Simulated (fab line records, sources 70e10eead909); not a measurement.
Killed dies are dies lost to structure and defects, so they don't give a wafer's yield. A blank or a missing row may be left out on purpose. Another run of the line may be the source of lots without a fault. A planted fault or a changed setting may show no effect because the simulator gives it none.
Tool commonality check | flow nand-harc | Lots sampled 7, wafers sampled 21

## REASON FOR OPENING
On 2 of the 7 lots, a flag is raised at NHARC_END_SORT_01 on the reading killed-at-array. No-fault wafers: 29, standard deviation 11.
Rule: a lot gets a flag if all its wafers with a number sit over 4 standard deviations from that mean, or if no wafer of it has a number. The rest of the lots are taken to be sound.

lot  | measured     | on        | killed-at-array, wafer by wafer | flag
L555 | day 21 13:43 | prober-02 | 674 674 672                     | FLAGGED
L557 | day 21 20:42 | prober-01 | 28 27 36                        |
L556 | day 22 16:13 | prober-01 | 668 672 673                     | FLAGGED
L566 | day 24 10:43 | prober-01 | 34 29 28                        |
L564 | day 24 18:34 | prober-02 | 57 43 52                        |
L567 | day 24 20:20 | prober-01 | 18 29 28                        |
L569 | day 25 03:11 | prober-02 | 32 51 47                        |
The numbers of the flagged lots are 672 on average: +643 against the usual, or +58 standard deviations.

## EACH LOT AND THE TOOL IT RAN ON
The record holds 4 process steps before the reading, out of a route of 1159 steps. Cell contents, in order: the tool; ch with the chambers the sampled wafers went through; the start.
lot  | flag    | NHARC_A_STAIRCASE_ETCH_221                    | NHARC_A_STAIRCASE_TRIM_224                    | NHARC_A_STAIRCASE_ETCH_227                    | NHARC_A_STAIRCASE_ETCH_236
L555 | FLAGGED | rie-diel-04 ch 0,2,3, day 13 17:13 or earlier | rie-diel-04 ch 0,3, day 13 17:13 or earlier   | rie-diel-04 ch 0,2, day 13 17:13 or earlier   | rie-diel-04 ch 0,2,3, day 13 17:13
L557 |         | rie-diel-04 ch 1,2,3, day 14 04:37 or earlier | rie-diel-04 ch 1,2, day 14 04:37 or earlier   | rie-diel-04 ch 0,1,2, day 14 04:37 or earlier | rie-diel-12 ch 0,2,3, day 14 04:37
L556 | FLAGGED | rie-diel-04 ch 0,2,3, day 14 23:01 or earlier | rie-diel-04 ch 0,2,3, day 14 23:01 or earlier | rie-diel-04 ch 0,1,3, day 14 23:01 or earlier | rie-diel-04 ch 1,2,3, day 14 23:01
L566 |         | rie-diel-12 ch 1,3, day 15 21:47 or earlier   | rie-diel-12 ch 1,3, day 15 21:47 or earlier   | rie-diel-12 ch 1,2, day 15 21:47 or earlier   | rie-diel-12 ch 2,3, day 15 21:47
L564 |         | rie-diel-11 ch 0,1,3, day 16 03:02 or earlier | rie-diel-11 ch 0,1,3, day 16 03:02 or earlier | rie-diel-11 ch 1,3, day 16 03:02 or earlier   | rie-diel-11 ch 2,3, day 16 03:02
L567 |         | rie-diel-11 ch 1,2,3, day 17 05:50 or earlier | rie-diel-11 ch 1,2,3, day 17 05:50 or earlier | rie-diel-11 ch 1,2,3, day 17 05:50 or earlier | rie-diel-12 ch 0,1,2, day 17 05:50
L569 |         | rie-diel-04 ch 0,1, day 17 01:27 or earlier   | rie-diel-04 ch 0,1,2, day 17 01:27 or earlier | rie-diel-04 ch 0,2, day 17 01:27 or earlier   | rie-diel-11 ch 1,2, day 17 01:27
These steps, and what they do:
- NHARC_A_STAIRCASE_ETCH_221: etches the open film in C4F8/O2, target depth 100 nm, time 40.5 s.
- NHARC_A_STAIRCASE_TRIM_224: chemistry O2, time 211.2 s.
- NHARC_A_STAIRCASE_ETCH_227: etches the open film in C4F8/O2, target depth 100 nm, time 40.5 s.
- NHARC_A_STAIRCASE_ETCH_236: etches the open film in C4F8/O2, target depth 100 nm, time 40.5 s.
- NHARC_END_SORT_01

## FLAGGED AGAINST TOTAL, ONE TOOL AT A TIME (gauges that did the reading follow at the end)
step                       | tool        | lots run | flagged | share of the flagged lots | sound lots run after its first flagged lot
NHARC_A_STAIRCASE_ETCH_221 | rie-diel-04 | 4        | 2       | all                       | 2 (L557,L569)
NHARC_A_STAIRCASE_ETCH_221 | rie-diel-11 | 2        | 0       | none                      | -
NHARC_A_STAIRCASE_ETCH_221 | rie-diel-12 | 1        | 0       | none                      | -
NHARC_A_STAIRCASE_TRIM_224 | rie-diel-04 | 4        | 2       | all                       | 2 (L557,L569)
NHARC_A_STAIRCASE_TRIM_224 | rie-diel-11 | 2        | 0       | none                      | -
NHARC_A_STAIRCASE_TRIM_224 | rie-diel-12 | 1        | 0       | none                      | -
NHARC_A_STAIRCASE_ETCH_227 | rie-diel-04 | 4        | 2       | all                       | 2 (L557,L569)
NHARC_A_STAIRCASE_ETCH_227 | rie-diel-11 | 2        | 0       | none                      | -
NHARC_A_STAIRCASE_ETCH_227 | rie-diel-12 | 1        | 0       | none                      | -
NHARC_A_STAIRCASE_ETCH_236 | rie-diel-04 | 2        | 2       | all                       | 0
NHARC_A_STAIRCASE_ETCH_236 | rie-diel-11 | 2        | 0       | none                      | -
NHARC_A_STAIRCASE_ETCH_236 | rie-diel-12 | 3        | 0       | none                      | -
NHARC_END_SORT_01          | prober-01   | 4        | 1       | some                      | 2 (L566,L567)
NHARC_END_SORT_01          | prober-02   | 3        | 1       | some                      | 2 (L564,L569)
NHARC_A_STAIRCASE_ETCH_221 gives no start for some lots, so the hours and the order of its lots are those of NHARC_A_STAIRCASE_ETCH_236. NHARC_A_STAIRCASE_TRIM_224 gives no start for some lots, so the hours and the order of its lots are those of NHARC_A_STAIRCASE_ETCH_236. NHARC_A_STAIRCASE_ETCH_227 gives no start for some lots, so the hours and the order of its lots are those of NHARC_A_STAIRCASE_ETCH_236.

## WHAT THE TABLE ALLOWS
4 rows of the table ran every flagged lot: rie-diel-04 at NHARC_A_STAIRCASE_ETCH_221, rie-diel-04 at NHARC_A_STAIRCASE_TRIM_224, rie-diel-04 at NHARC_A_STAIRCASE_ETCH_227, rie-diel-04 at NHARC_A_STAIRCASE_ETCH_236.
- rie-diel-04 at NHARC_A_STAIRCASE_ETCH_221 ran 4 lots, 2 of them flagged. After the first flagged lot (L557, L569), sound lots still ran on it; a lasting fault on the whole tool would not permit that.
- rie-diel-04 at NHARC_A_STAIRCASE_TRIM_224 ran 4 lots, 2 of them flagged. After the first flagged lot (L557, L569), sound lots still ran on it; a lasting fault on the whole tool would not permit that.
- rie-diel-04 at NHARC_A_STAIRCASE_ETCH_227 ran 4 lots, 2 of them flagged. After the first flagged lot (L557, L569), sound lots still ran on it; a lasting fault on the whole tool would not permit that.
- rie-diel-04 at NHARC_A_STAIRCASE_ETCH_236 ran 2 lots, 2 of them flagged. It ran no sound lot before its first flagged lot in this sample, so the start can't be narrowed down. Its own readings lie more than 4 standard deviations out on every wafer of the flagged lots: oes-product-au.
What remains is a single tool, rie-diel-04 at NHARC_A_STAIRCASE_ETCH_236.

## WHAT THE SIMULATOR PUT IN
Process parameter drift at NHARC_A_STAIRCASE_ETCH_236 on rie-diel-04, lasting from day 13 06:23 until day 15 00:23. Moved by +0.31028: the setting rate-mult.
Lots struck among those shown: L555, L556. The rule above reached the same finding.
